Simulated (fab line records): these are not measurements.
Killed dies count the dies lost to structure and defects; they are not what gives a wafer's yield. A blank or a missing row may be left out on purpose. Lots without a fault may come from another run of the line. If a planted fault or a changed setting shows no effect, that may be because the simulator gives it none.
Split-lot study + flow n5Finfet + route with 1938 steps; 7 lots, 21 wafers read

== ON THE SPLIT ==
At N5_GATE_CUT_DESCUM_18 (chemistry O2, time 7 s), the setting timeS was moved away from the recipe's 7 s on 7 of the 21 wafers read, by -19.7% to +16.6%. The other wafers ran this setting at the recipe's value.

== THE PATH FROM SPLIT TO READING: the file shows 1 step between them ==
- N5_GATE_CUT_ETCH_28: etches underlayer in N2/H2, target depth 13 nm, time 10.4 s

== THE READING ==
CAR-EUV_of_GATE_CUT_COAT_07.thkNm (the simulator's own value, which no gauge read), in nm, at N5_GATE_CUT_ETCH_36 (etches SiARC in CF4, target depth 13 nm, time 21.7 s). No usual value for it is given in the file. The 14 wafers here that ran the recipe average 7.0 nm, standard deviation 0.15 nm.

| wafer  | tool, chamber at the split | timeS as run, s | against the recipe | CAR-EUV_of_GATE_CUT_COAT_07.thkNm, nm | against lot-mates on the recipe |
|--------|----------------------------|-----------------|--------------------|---------------------------------------|---------------------------------|
| L075.1 | rieDiel-06, 3              | 7               | recipe             | 6.8                                   | -                               |
| L075.2 | rieDiel-06, 1              | 7               | recipe             | 6.8                                   | -                               |
| L075.3 | rieDiel-06, 2              | 5.622           | -19.7%             | 7.6                                   | +0.8                            |
| L081.1 | rieDiel-04, 0              | 7.709           | +10.1%             | 6.6                                   | -0.3                            |
| L081.2 | rieDiel-04, 3,0            | 7               | recipe             | 7                                     | -                               |
| L081.5 | rieDiel-04, 3,0            | 7               | recipe             | 6.8                                   | -                               |
| L082.1 | rieDiel-02, 1              | 6.308           | -9.9%              | 7.2                                   | +0.2                            |
| L082.5 | rieDiel-02, 1              | 6.308           | -9.9%              | 7.2                                   | +0.2                            |
| L082.2 | rieDiel-02, 0              | 7               | recipe             | 7                                     | -                               |
| L084.3 | rieDiel-04, 0,1            | 7.493           | +7.0%              | 6.6                                   | -0.4                            |
| L084.6 | rieDiel-04, 0,1            | 7.493           | +7.0%              | 6.6                                   | -0.4                            |
| L084.5 | rieDiel-04, 2              | 7               | recipe             | 7                                     | -                               |
| L094.3 | rieDiel-04, 3              | 8.16            | +16.6%             | 6.4                                   | -0.4                            |
| L094.4 | rieDiel-04, 1,3            | 7               | recipe             | 6.8                                   | -                               |
| L094.5 | rieDiel-04, 1,3            | 7               | recipe             | 6.8                                   | -                               |
| L096.2 | rieDiel-04, 2,0            | 7               | recipe             | 7.2                                   | -                               |
| L096.3 | rieDiel-04, 3              | 7               | recipe             | 7.2                                   | -                               |
| L096.4 | rieDiel-04, 2,0            | 7               | recipe             | 7                                     | -                               |
| L097.3 | rieDiel-04, 0,1            | 7               | recipe             | 6.8                                   | -                               |
| L097.5 | rieDiel-04, 2              | 7               | recipe             | 7.2                                   | -                               |
| L097.6 | rieDiel-04, 0,1            | 7               | recipe             | 7                                     | -                               |
Rows listing several chambers each stand for several wafers; the file does not say which wafer went through which chamber.

FIT RESULTS
A straight line over all 21 wafers: CAR-EUV_of_GATE_CUT_COAT_07.thkNm changes by -0.0333 nm for each +1% of timeS; r = -0.87; the points scatter about the line by 0.14 nm.
The same after taking each lot's own level away (the mean of its wafers on the recipe; 21 wafers): -0.033 nm for each +1%; r = -0.90; scatter 0.12 nm.
On that fit, the largest move of timeS shifts the reading by 0.65 nm.
The lots' own levels span 6.80 to 7.13 nm, that is 2.2 times the standard deviation above.
The two slopes agree, so the slope changes little with the lot-to-lot level.
Check: for one of the wafers moved furthest among these (-19.7%), held out of the fit, the line's prediction against its lot-mates is +0.523 nm. Against them it came out at +0.8 nm.

== THE WHOLE CHAIN: every reading that the file lists as answering this split, in the file's order ==
| step                  | what it does                                                | reading                                                                            | change (the file's fit)                | r (the file's) |
|-----------------------|-------------------------------------------------------------|------------------------------------------------------------------------------------|----------------------------------------|----------------|
| N5_GATE_CUT_DESCUM_18 | chemistry O2, time 7 s                                      | CAR-EUV_of_GATE_CUT_COAT_07.thkNm (the simulator's own value, which no gauge read) | -0.0379 nm for each +1% of the setting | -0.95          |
| N5_GATE_CUT_ETCH_28   | etches underlayer in N2/H2, target depth 13 nm, time 10.4 s | CAR-EUV_of_GATE_CUT_COAT_07.thkNm (the simulator's own value, which no gauge read) | -0.0408 nm for each +1% of the setting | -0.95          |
| N5_GATE_CUT_ETCH_36   | etches SiARC in CF4, target depth 13 nm, time 21.7 s        | CAR-EUV_of_GATE_CUT_COAT_07.thkNm (the simulator's own value, which no gauge read) | -0.0331 nm for each +1% of the setting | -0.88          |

== THE FILE'S OWN FIT ==
CAR-EUV_of_GATE_CUT_COAT_07.thkNm changes by -0.0331 nm for each +1% of timeS, r = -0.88.
